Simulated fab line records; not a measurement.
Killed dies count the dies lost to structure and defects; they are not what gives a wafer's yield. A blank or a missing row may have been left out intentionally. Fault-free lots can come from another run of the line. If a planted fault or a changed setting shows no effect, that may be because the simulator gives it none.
fab line records	flow nandHarc
record: lots: 6	wafers: 18	lastDay: 24
route steps=1159 shown A_CHANNEL_FILL_D1@500 END@1159
lots with no fault: from the same line, run without faults
startH: hours from the record's opening day to when the first of the lot's shown wafers began	waitH: hours from the lot's prior step to this one	" unchanged from the row above	L1.1+2: a single row standing in for several wafers	- value missing, or start not given	* or withheld: withheld	< > ~ a bound
route shown NAME@n: names a module that has steps shown in the file, with the first one's number in the route	usual: average and standard deviation across the fault-free wafers	same: alike in all rows	chamber/n: place in a boat	sites: readings site by site	_std_site: their standard deviation	_edge_site: outer sites' mean less inner sites'	radiusMm: for every site, how far away it sits from the centre of the wafer	mask NAME#n: copy n	behind: the last tool/chamber to shape the wafer	hold: why the lot went on hold/how many hours it stayed there/how the hold came to an end	device: whichever transistor did not switch (one of n, p or np)	end of line: the tests these same wafers got at the end of their route	a step without rows: its recipe alone	killed: count of dies lost to structure and defects at first sort (not the wafer's yield)	map: dies across one wafer; x = killed, . = not, _ = none there
set.NAME: the run value of the setting; set.NAME@STEP: its run value at that earlier step	model.NAME: the simulator's own value behind a step, which no gauge read
lots at some steps of the route; a table a step, a row a wafer
services: from which hour (startH, from the record's first day; less than 0 if before it) a tool's chamber was out of use, for how many hours, and why
== steps ==
step: NHARC_A_CHANNEL_FILL_D1_ETCHBACK_20
recipe: targetDepthA: 270	timeS: 13.5	c4f8FlowSccm: withheld	o2FlowSccm: 8	arFlowSccm: withheld	rfW: 600	biasW: 1500	chemistry: C4F8/O2/Ar
usual: oesProductAu: 0.978/0.03	rfVppV: 977/5.6
lot.wafer	tool	chamber	startH	waitH	oesProductAu	rfHoursCounterH	rfVppV
L180.2	rieDiel-03	0	205.88	-	0.917	6	979
L180.1	"	1	"	"	0.919	6	976
L180.5	"	2	"	"	0.938	-	970
L186.4	rieDiel-03	2	246.97	-	0.982	1	971
L186.1	"	3	"	"	0.985	1	985
L186.6	"	1	"	"	1.006	-	976
L192.3	rieDiel-06	1	279.55	-	0.977	1	974
L192.6	"	3	"	"	0.997	-	984
L192.5	"	0	"	"	0.998	-	976
L191.4	rieDiel-06	1	303.24	-	0.974	2	973
L191.3	"	0	"	"	0.970	2	977
L191.6	"	2	"	"	0.978	-	979
L196.3	rieDiel-06	0	311.31	-	0.990	2	977
L196.5	"	1	"	"	0.989	-	974
L196.4	"	2	"	"	1.006	-	978
L200.3	rieDiel-06	2	321.92	-	1.005	2	979
L200.5	"	2	"	"	1.006	-	979
L200.6	"	3	"	"	1.005	-	984
step: NHARC_A_CHANNEL_FILL_D1_STRIP_28
recipe: timeS: 20	o2FlowSccm: 500	arFlowSccm: 0	biasW: 0	chemistry: O2
usual: drypumpMotorCurrentA: 5.6/0.45	oesProductAu: 0.996/0.011	rfVppV: 57.7/0.91	showerheadPlenumPTorr: 3.50/0.14	throttleValvePct: 17.037/0.0095
lot.wafer	tool	chamber	startH	waitH	drypumpMotorCurrentA	oesProductAu	rfHoursCounterH	rfVppV	showerheadPlenumPTorr	throttleValvePct
L180.2	rieDiel-03	1	205.96	0.1	5.6	1.002	6	57.8	3.48	17.034
L180.1	"	3	"	"	6.3	0.996	5	58.5	3.72	17.037
L180.5	"	1	"	"	5.7	1.005	-	58.2	3.48	17.049
L186.1	rieDiel-03	3	247.04	0.1	6.3	0.985	1	57.8	3.72	17.030
L186.4	"	0	"	"	5.6	0.985	1	58.6	3.54	17.045
L186.6	"	0	"	"	5.5	0.978	-	56.4	3.54	17.032
L192.3	rieDiel-06	0	279.62	0.1	5.4	0.992	1	57.1	3.50	17.026
L192.5	"	3	"	"	6.1	0.996	-	57.6	3.71	17.037
L192.6	"	0	"	"	5.4	0.990	-	58.0	3.50	17.050
L191.4	rieDiel-06	2	303.33	0.1	5.0	0.995	2	57.2	3.55	17.044
L191.3	"	0	"	"	5.4	0.998	2	56.3	3.50	17.037
L191.6	"	1	"	"	5.1	0.988	-	57.2	3.41	17.057
L196.3	rieDiel-06	2	311.43	0.1	5.0	1.005	2	57.9	3.55	17.031
L196.4	"	2	"	"	5.0	0.991	-	56.9	3.55	17.050
L196.5	"	1	"	"	5.1	0.981	-	57.7	3.41	17.030
L200.3	rieDiel-06	2	322.03	0.1	5.0	1.002	2	57.7	3.55	17.047
L200.6	"	1	"	"	5.0	0.995	-	58.4	3.41	17.040
L200.5	"	2	"	"	5.0	1.003	-	58.0	3.55	17.026
step: NHARC_A_CHANNEL_FILL_D1_PRECLEAN_21
recipe: timeS: 30	chemistry: dHF
step: NHARC_A_CHANNEL_FILL_D1_SRD_23
step: NHARC_A_CHANNEL_FILL_D1_CVD_05
recipe: targetThkA: 50	tempC: 550	material: poly-Si
step: NHARC_A_CHANNEL_FILL_D1_ANNEAL_22
recipe: tempC: 620	timeS: 7200
step: NHARC_A_CHANNEL_FILL_D1_THK_MEAS_06
recipe: thkMeasGauge: ellipsometry
usual: thkNm: 5.0/0.98
lot.wafer	tool	chamber	startH	waitH	thkNm
L180.1	filmMetro-01	-	217.61	0.4	5.0
L180.2	"	-	"	"	4.2
L180.5	"	-	"	"	5.2
L186.1	filmMetro-02	-	258.46	0.4	6.5
L186.4	"	-	"	"	5.8
L186.6	"	-	"	"	4.2
L192.3	filmMetro-01	-	291.49	0.4	6.2
L192.5	"	-	"	"	5.8
L192.6	"	-	"	"	5.5
L191.3	filmMetro-02	-	315.11	0.4	4.3
L191.4	"	-	"	"	5.5
L191.6	"	-	"	"	5.4
L196.3	filmMetro-01	-	322.94	0.4	7.0
L196.4	"	-	"	"	6.5
L196.5	"	-	"	"	3.4
L200.3	filmMetro-02	-	334.13	0.4	5.0
L200.5	"	-	"	"	5.2
L200.6	"	-	"	"	6.0
step: NHARC_A_CHANNEL_FILL_D1_ALD_25
recipe: targetThkA: 600	pulseTimeS: 10	aldCycles: 600	tempC: 300	material: SiOx
usual: heaterPowerW: 455/45	precursorPulseHeightRel: 1.001/0.021
lot.wafer	tool	chamber	startH	waitH	heaterPowerW	precursorPulseHeightRel
L180.1	aldHk-01	1	218.28	0.7	375	1.054
L180.2	"	2	"	"	477	0.987
L180.5	"	1	220.77	3.2	377	0.984
L186.4	aldHk-04	0	258.52	0.1	482	0.973
L186.1	"	2	259.76	1.3	408	1.013
L186.6	"	0	261.00	2.5	496	0.970
L192.3	aldHk-01	3	294.90	3.4	457	1.027
L192.5	"	1	296.14	4.6	390	0.988
L192.6	"	2	"	"	487	1.064
L191.3	aldHk-04	0	316.38	1.3	505	0.967
L191.4	"	1	317.60	2.5	521	1.018
L191.6	"	0	321.24	6.1	491	0.994
L196.3	aldHk-01	0	324.12	1.2	463	0.983
L196.4	"	2	325.33	2.4	486	0.984
L196.5	"	0	326.54	3.6	482	1.022
L200.3	aldHk-04	3	336.11	2.0	395	1.008
L200.6	"	2	339.79	5.7	405	1.028
L200.5	"	3	341.02	6.9	394	1.011
step: NHARC_A_CHANNEL_FILL_D1_ETCHBACK_08
recipe: targetDepthA: 2200	timeS: 110	c4f8FlowSccm: 20	arFlowSccm: withheld	rfW: 600	biasW: 300	chemistry: C4F8
usual: oesProductAu: 0.95/0.037	rfVppV: 440.9/2.4
lot.wafer	tool	chamber	startH	waitH	oesProductAu	rfHoursCounterH	rfVppV
L180.2	rieDiel-06	0	-	-	0.98	2.8	439.3
L180.1	"	2	"	"	0.92	2.9	442.9
L180.5	"	0	"	"	0.97	-	440.6
L186.4	rieDiel-03	0	-	-	0.91	1.8	442.9
L186.1	"	1	"	"	0.94	1.6	439.0
L186.6	"	3	"	"	0.92	-	444.7
L192.3	rieDiel-06	0	-	-	0.93	1.5	440.4
L192.5	"	2	"	"	0.93	-	441.0
L192.6	"	3	"	"	0.93	-	442.6
L191.3	rieDiel-03	0	-	-	0.92	4.2	440.8
L191.4	"	2	"	"	0.92	3.9	437.3
L191.6	"	3	"	"	0.92	-	445.9
L196.3	rieDiel-06	1	-	-	0.92	2.6	438.3
L196.4	"	3	"	"	1.01	-	442.9
L196.5	"	1	"	"	0.92	-	437.1
L200.3	rieDiel-03	1	-	-	0.93	4.8	441.1
L200.5	"	1	"	"	0.93	-	439.7
L200.6	"	2	"	"	0.91	-	436.1
step: NHARC_A_CHANNEL_FILL_D1_STRIP_29
recipe: timeS: 20	o2FlowSccm: 500	arFlowSccm: 0	biasW: 0	chemistry: O2
usual: drypumpMotorCurrentA: 5.6/0.47	oesProductAu: 0.995/0.011	rfVppV: 57.6/0.93	showerheadPlenumPTorr: 3.52/0.13	throttleValvePct: 17.037/0.0091
lot.wafer	tool	chamber	startH	waitH	drypumpMotorCurrentA	oesProductAu	rfHoursCounterH	rfVppV	showerheadPlenumPTorr	throttleValvePct
L180.2	rieDiel-06	0	-	-	5.4	1.009	2.9	56.8	3.50	17.045
L180.1	"	1	"	"	5.1	1.007	3.1	58.2	3.41	17.043
L180.5	"	2	"	"	5.0	1.015	-	57.8	3.55	17.049
L186.1	rieDiel-03	3	-	-	6.3	1.000	1.9	56.8	3.72	17.022
L186.4	"	1	"	"	5.6	1.010	1.6	57.9	3.48	17.026
L186.6	"	3	"	"	6.3	0.998	-	58.2	3.72	17.034
L192.3	rieDiel-06	1	-	-	5.0	0.990	1.6	59.2	3.41	17.023
L192.5	"	0	"	"	5.4	1.000	-	58.3	3.50	17.043
L192.6	"	1	"	"	5.1	0.987	-	58.7	3.41	17.035
L191.4	rieDiel-03	0	-	-	5.5	0.986	4.3	56.5	3.54	17.031
L191.3	"	3	"	"	6.3	0.995	4.2	57.1	3.72	17.039
L191.6	"	1	"	"	5.6	1.003	-	58.2	3.47	17.041
L196.4	rieDiel-06	1	329.18	0.1	5.1	0.982	2.6	57.8	3.41	17.027
L196.3	"	2	"	"	5.0	1.002	2.6	57.3	3.55	17.040
L196.5	"	1	"	"	5.1	0.977	-	57.2	3.41	17.026
L200.3	rieDiel-03	0	-	-	5.5	0.971	5.2	59.3	3.54	17.049
L200.5	"	1	"	"	5.6	0.992	-	57.7	3.47	17.029
L200.6	"	2	"	"	6.2	0.985	-	57.7	3.31	17.040
step: NHARC_A_CHANNEL_FILL_D1_PRECLEAN_30
recipe: timeS: 30	chemistry: dHF
step: NHARC_A_CHANNEL_FILL_D1_SRD_31
step: NHARC_A_CHANNEL_FILL_D1_CVD_09
recipe: targetThkA: 1500	tempC: 620	pressureMtorr: 200	timeS: 3000	material: poly-Si
usual: pressureMtorr: 200.0/0.35	runLengthS: 3002.6/0.51	zonePowerLowerPct: 8.7/0.48
lot.wafer	tool	chamber	startH	waitH	pressureMtorr	runLengthS	zonePowerLowerPct
L180.1	lpcvdPoly-04	0	225.94	2.4	200.6	3001.5	7.7
L180.2	"	0	"	"	199.9	3001.5	7.6
L180.5	"	0	"	"	200.6	3001.5	7.7
L186.1	lpcvdPoly-03	0	266.56	2.2	199.8	3002.8	8.9
L186.4	"	0	"	"	200.0	3002.8	8.9
L186.6	"	0	"	"	199.7	3002.8	8.8
L192.3	lpcvdPoly-04	-	301.95	2.4	-	-	-
L192.5	"	-	"	"	-	-	-
L192.6	"	-	"	"	-	-	-
L191.3	lpcvdPoly-03	-	326.86	2.3	-	-	-
L191.4	"	-	"	"	-	-	-
L191.6	"	-	"	"	-	-	-
L196.3	lpcvdPoly-03	0	331.49	2.2	199.3	3003.1	8.9
L196.4	"	0	"	"	199.7	3003.1	9.0
L196.5	"	0	"	"	199.8	3003.1	9.0
L200.3	lpcvdPoly-01	0	346.80	2.4	200.0	3002.5	8.9
L200.5	"	0	"	"	199.6	3002.5	8.8
L200.6	"	0	"	"	200.0	3002.5	8.8
step: NHARC_A_CHANNEL_FILL_D1_CMP_10
recipe: targetThkNm: 150
usual: motorCurrentA: 12.4/1.1	timeToEndpointS: 15.0/2.3
lot.wafer	tool	chamber	startH	waitH	motorCurrentA	timeToEndpointS
L180.1	cmp-03	2	229.16	0.4	12.9	14.3
L180.2	"	1	"	"	11.3	13.6
L180.5	"	2	"	"	12.3	16.4
L186.4	cmp-03	3	269.83	0.4	11.5	13.2
L186.1	"	1	"	"	11.8	14.4
L186.6	"	3	"	"	12.3	15.7
L192.3	cmp-01	2	305.14	0.4	10.5	1.7
L192.6	"	1	"	"	14.9	0.8
L192.5	"	2	"	"	10.7	1.1
L191.3	cmp-03	1	330.04	0.4	11.3	3.7
L191.4	"	2	"	"	12.8	6.8
L191.6	"	2	"	"	12.3	6.6
L196.3	cmp-01	3	334.74	0.4	14.6	12.3
L196.4	"	0	"	"	11.7	16.0
L196.5	"	1	"	"	15.5	12.0
L200.3	cmp-03	0	350.06	0.4	12.4	15.1
L200.5	"	1	"	"	11.5	15.0
L200.6	"	2	"	"	12.7	17.7
step: NHARC_END_SORT_01
recipe: tempC: 25
usual: killedAtArray: 25/9.5	killedAtOther: 0.8/1.2	killedAtPeriphery: 3.4/2.2	killedDies: 29/10	killedOpen: 3.3/1.8	killedShort: 2.1/1.4
same: grossDies: 677
lot.wafer	tool	chamber	startH	waitH	killedAtArray	killedAtOther	killedAtPeriphery	killedDies	killedOpen	killedShort
L186.4	prober-01	0	488.30	3.4	17	5	3	25	4	2
L192.3	prober-01	0	512.42	3.1	677	0	0	677	2	1
L192.5	prober-01	0	514.02	3.7	675	0	2	677	3	2
L192.6	prober-01	0	514.82	4.0	677	0	0	677	0	4
L191.3	prober-02	0	536.95	3.1	671	1	5	677	5	4
L191.4	prober-02	0	537.76	3.4	665	5	7	677	1	3
L191.6	prober-02	0	539.38	4.0	673	2	2	677	4	1
killed by level:class
L186.4 A_CHANNEL_HOLE_D1:chamberFilmFlake=5 THIN_TSV:chamberFilmFlake=5 A_SLIT:chamberFilmFlake=4 A_WL_FILL:geometricParticle:open=2 A_ZERO_WELL:chamberFilmFlake=2 A_WL_FILL:chamberFilmFlake=2 P_GATE:geometricParticle:open=1 P_M1:geometricParticle:short=1
L192.3 A_CHANNEL_FILL_D1:areaCvd=648 A_CHANNEL_HOLE_D1:chamberFilmFlake=16 A_WL_FILL:chamberFilmFlake=5 A_STAIRCASE:chamberFilmFlake=2 A_CONTACT:chamberFilmFlake=2 A_CHANNEL_HOLE_D1:geometricParticle:short=1 A_CHANNEL_FILL_D1:geometricParticle:open=1 A_CONTACT:geometricParticle:open=1
L192.5 A_CHANNEL_FILL_D1:areaCvd=649 A_CHANNEL_HOLE_D1:chamberFilmFlake=20 A_WL_FILL:chamberFilmFlake=2 P_M0:geometricParticle:short=1 A_ONON_D1:geometricParticle:open=1 A_CHANNEL_FILL_D1:geometricParticle:short=1 A_CONTACT:geometricParticle:open=1 A_M0:geometricParticle:open=1
L192.6 A_CHANNEL_FILL_D1:areaCvd=655 A_CHANNEL_HOLE_D1:chamberFilmFlake=16 A_ONON_D1:geometricParticle:short=2 A_M0:geometricParticle:short=1 A_M1:geometricParticle:short=1 A_STAIRCASE:chamberFilmFlake=1 A_WL_FILL:chamberFilmFlake=1
L191.3 A_CHANNEL_FILL_D1:areaCvd=646 A_CHANNEL_HOLE_D1:chamberFilmFlake=5 A_SLIT:chamberFilmFlake=4 A_WL_FILL:geometricParticle:short=3 A_WL_FILL:geometricParticle:open=3 P_M1:chamberFilmFlake=3 A_STAIRCASE:chamberFilmFlake=3 A_ZERO_WELL:chamberFilmFlake=2
L191.4 A_CHANNEL_FILL_D1:areaCvd=641 A_SLIT:chamberFilmFlake=12 THIN_TSV:chamberFilmFlake=5 P_M1:chamberFilmFlake=4 A_CHANNEL_HOLE_D1:chamberFilmFlake=3 A_STAIRCASE:chamberFilmFlake=3 P_CONTACT:geometricParticle:open=1 A_CHANNEL_HOLE_D1:geometricParticle:short=1
L191.6 A_CHANNEL_FILL_D1:areaCvd=647 A_SLIT:chamberFilmFlake=17 A_CHANNEL_HOLE_D1:chamberFilmFlake=3 THIN_TSV:chamberFilmFlake=2 P_CONTACT:geometricParticle:open=1 A_CHANNEL_HOLE_D1:geometricParticle:open=1 A_WL_FILL:geometricParticle:open=1 A_CONTACT:geometricParticle:open=1
map L191.3 (x killed, . not)
____________x____________
_________xxxxxxx_________
_______xxxxxxxxxxx_______
______xxxxxxxxxxxxx______
_____xxxxxxxxxxxxxxx_____
____xxxxxxxxxxxxxxxxx____
____xxxxxxxxxxxxxxxxx____
___xxxxxxxxxxxxxxxxxxx___
___xxxxxxxxxxxxxxxxxxx___
__xxxxxxxxxxxxxxxxxxxxx__
__xxxxxxxxxxxxxxxxxxxxx__
_xxxxxxxxxxxxxxxxxxxxxxx_
_xxxxxxxxxxxxxxxxxxxxxxx_
_xxxxxxxxxxxxxxxxxxxxxxx_
_xxxxxxxxxxxxxxxxxxxxxxx_
_xxxxxxxxxxxxxxxxxxxxxxx_
xxxxxxxxxxxxxxxxxxxxxxxxx
xxxxxxxxxxxxxxxxxxxxxxxxx
xxxxxxxxxxxxxxxxxxxxxxxxx
xxxxxxxxxxxxxxxxxxxxxxxxx
xxxxxxxxxxxxxxxxxxxxxxxxx
_xxxxxxxxxxxxxxxxxxxxxxx_
_xxxxxxxxxxxxxxxxxxxxxxx_
_xxxxxxxxxxxxxxxxxxxxxxx_
_xxxxxxxxxxxxxxxxxxxxxxx_
_xxxxxxxxxxxxxxxxxxxxxxx_
__xxxxxxxxxxxxxxxxxxxxx__
__xxxxxxxxxxxxxxxxxxxxx__
___xxxxxxxxxxxxxxxxxxx___
___xxxxxxxxxxxxxxxxxxx___
____xxxxxxxxxxxxxxxxx____
____xxxxxxxxxxxxxxxxx____
_____xxxxxxxxxxxxxxx_____
______xxxxxxxxxxxxx______
_______xxxxxxxxxxx_______
_________xxxxxxx_________
____________x____________
map L192.3 (x killed, . not)
____________x____________
_________xxxxxxx_________
_______xxxxxxxxxxx_______
______xxxxxxxxxxxxx______
_____xxxxxxxxxxxxxxx_____
____xxxxxxxxxxxxxxxxx____
____xxxxxxxxxxxxxxxxx____
___xxxxxxxxxxxxxxxxxxx___
___xxxxxxxxxxxxxxxxxxx___
__xxxxxxxxxxxxxxxxxxxxx__
__xxxxxxxxxxxxxxxxxxxxx__
_xxxxxxxxxxxxxxxxxxxxxxx_
_xxxxxxxxxxxxxxxxxxxxxxx_
_xxxxxxxxxxxxxxxxxxxxxxx_
_xxxxxxxxxxxxxxxxxxxxxxx_
_xxxxxxxxxxxxxxxxxxxxxxx_
xxxxxxxxxxxxxxxxxxxxxxxxx
xxxxxxxxxxxxxxxxxxxxxxxxx
xxxxxxxxxxxxxxxxxxxxxxxxx
xxxxxxxxxxxxxxxxxxxxxxxxx
xxxxxxxxxxxxxxxxxxxxxxxxx
_xxxxxxxxxxxxxxxxxxxxxxx_
_xxxxxxxxxxxxxxxxxxxxxxx_
_xxxxxxxxxxxxxxxxxxxxxxx_
_xxxxxxxxxxxxxxxxxxxxxxx_
_xxxxxxxxxxxxxxxxxxxxxxx_
__xxxxxxxxxxxxxxxxxxxxx__
__xxxxxxxxxxxxxxxxxxxxx__
___xxxxxxxxxxxxxxxxxxx___
___xxxxxxxxxxxxxxxxxxx___
____xxxxxxxxxxxxxxxxx____
____xxxxxxxxxxxxxxxxx____
_____xxxxxxxxxxxxxxx_____
______xxxxxxxxxxxxx______
_______xxxxxxxxxxx_______
_________xxxxxxx_________
____________x____________
== services ==
tool	chamber	startH	hours	kind
cmp-01	-	182.75	4.0	pm
aldHk-04	-	193.15	10.0	pm
rieDiel-06	0	195.70	-	clean
rieDiel-06	1	195.70	-	clean
rieDiel-06	2	195.70	-	clean
rieDiel-06	3	195.70	-	clean
rieDiel-03	-	215.33	9.0	pm
rieDiel-06	0	220.20	-	clean
rieDiel-06	1	220.20	-	clean
rieDiel-06	2	220.20	-	clean
rieDiel-06	3	220.20	-	clean
aldHk-01	-	228.00	10.0	pm
rieDiel-06	-	241.20	9.0	pm
rieDiel-06	0	241.20	9.0	ventCycle
rieDiel-06	1	241.20	9.0	ventCycle
rieDiel-06	2	241.20	9.0	ventCycle
rieDiel-06	3	241.20	9.0	ventCycle
cmp-03	-	254.09	4.0	pm
cmp-03	-	278.98	1.1	repair
cmp-01	-	280.75	4.0	pm
rieDiel-06	3	308.00	10.4	repair
lpcvdPoly-04	-	314.52	26.0	pm
cmp-03	-	318.77	1.3	repair
rieDiel-06	0	319.59	9.5	repair
== key ==
firstSign: step: NHARC_A_CHANNEL_FILL_D1_CVD_09	reading: toolRecord	direction: missing
effect: step: NHARC_A_CHANNEL_FILL_D1_CMP_10	reading: timeToEndpointS	direction: down	sigmas: 5.1	usual: *	struck: *
effect: step: NHARC_END_SORT_01	reading: killedAtArray	direction: up	sigmas: 68	usual: 25	struck: 673
moreKillsBornAt: NHARC_A_CHANNEL_FILL_D1_CVD_09@lpcvdPoly-04: 1952	NHARC_A_CHANNEL_FILL_D1_CVD_09@lpcvdPoly-03: 1934
metAt NHARC_A_CHANNEL_FILL_D1_CVD_09
struckWafers L191.3,L191.4,L191.6,L192.3,L192.5,L192.6
laterRowsLeftOut L191.3,L191.4,L191.6,L192.3,L192.5,L192.6
testerLeftOut L191,L192
onsetBetween 266.56 301.95
fault: kind: skippedStepWhole	tool: lpcvdPoly-03,lpcvdPoly-04	chamber: -	onsetH: 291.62	steps: NHARC_A_CHANNEL_FILL_D1_CVD_09	scope: struckLotsOnly
testerLeftOut: of these lots the tester's yield and bins aren't shown, on N5 and GAA mostly nor the transistor test; their killed dies are dies lost to structure and defects alone, not to doping, threshold or leakage, so they don't give the yield
laterRowsLeftOut: the simulator's readings of these wafers behind a module that went badly wrong aren't trusted and aren't shown, but for the sort
